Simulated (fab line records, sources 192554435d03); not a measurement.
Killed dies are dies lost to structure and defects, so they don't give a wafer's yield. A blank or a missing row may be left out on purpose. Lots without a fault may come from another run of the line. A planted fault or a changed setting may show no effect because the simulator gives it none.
Chamber matching | flow n5_finfet | N5_BEOL_M5_PRE_CLEAN_77 on cvd_co-01: 3 sister chambers
The step time 15 s. 27 wafers are shown with their chamber, then 12 later ones without.

WAFERS WITH THEIR CHAMBER
wafer  | chamber | heater_power_w (W)
L074.2 | 0       | 80
L074.3 | 1       | 74
L074.5 | 1       | 76
L075.3 | 0       | 79
L075.5 | 2       | 74
L075.6 | 1       | 70
L076.1 | 2       | 74
L076.2 | 1       | 73
L076.5 | 0       | 79
L078.1 | 1       | 71
L078.3 | 0       | 78
L078.5 | 2       | 74
L081.1 | 2       | 74
L081.2 | 0       | 80
L081.6 | 0       | 80
L082.1 | 1       | 73
L082.4 | 0       | 80
L082.6 | 1       | 73
L087.2 | 1       | 74
L087.4 | 0       | 80
L087.5 | 2       | 76
L086.2 | 1       | 73
L086.3 | 2       | 76
L086.6 | 0       | 80
L089.1 | 1       | 73
L089.2 | 0       | 79
L089.3 | 2       | 77

SIGNATURES (means of the wafers above)
reading        | chamber 0 | chamber 1 | chamber 2 | scatter within a chamber
heater_power_w | 79.50     | 73.00     | 75.00     | 1.27
Rule: a wafer's distance from a chamber is the root of the sum, over the readings, of the square of ((its reading less the chamber's mean) divided by the reading's scatter). The wafer belongs to the nearest chamber; if the next one is less than 2 further off, it can't be placed. The scatter: the root of (the sum of the squares of (reading less its chamber's mean) over the shown wafers, divided by (wafers less chambers)).

WAFERS WITHOUT THEIR CHAMBER
wafer  | heater_power_w (W)
L089.4 | 80
L089.5 | 75
L089.6 | 73
L093.1 | 80
L093.2 | 74
L093.3 | 75
L091.2 | 74
L091.3 | 81
L091.5 | 74
L097.2 | 71
L097.4 | 76
L097.6 | 74

WHICH CHAMBER EACH WENT THROUGH
wafer  | from the rows above          | in truth
L089.4 | 0                            | 0
L089.5 | can't be placed: 2 or 1      | 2
L089.6 | can't be placed: 1 or 2      | 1
L093.1 | 0                            | 0
L093.2 | can't be placed: 1 or 2      | 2
L093.3 | can't be placed: 2 or 1      | 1
L091.2 | can't be placed: 1 or 2      | 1
L091.3 | 0                            | 0
L091.5 | can't be placed: 1 or 2      | 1
L097.2 | can't be placed: 1 or 2      | 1
L097.4 | can't be placed: 2 or 1 or 0 | 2
L097.6 | can't be placed: 1 or 2      | 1
Placed correctly: 3 of 12. Can't be placed from these rows: 9 (the true chamber is among the candidates in 9). Placed wrongly: 0.
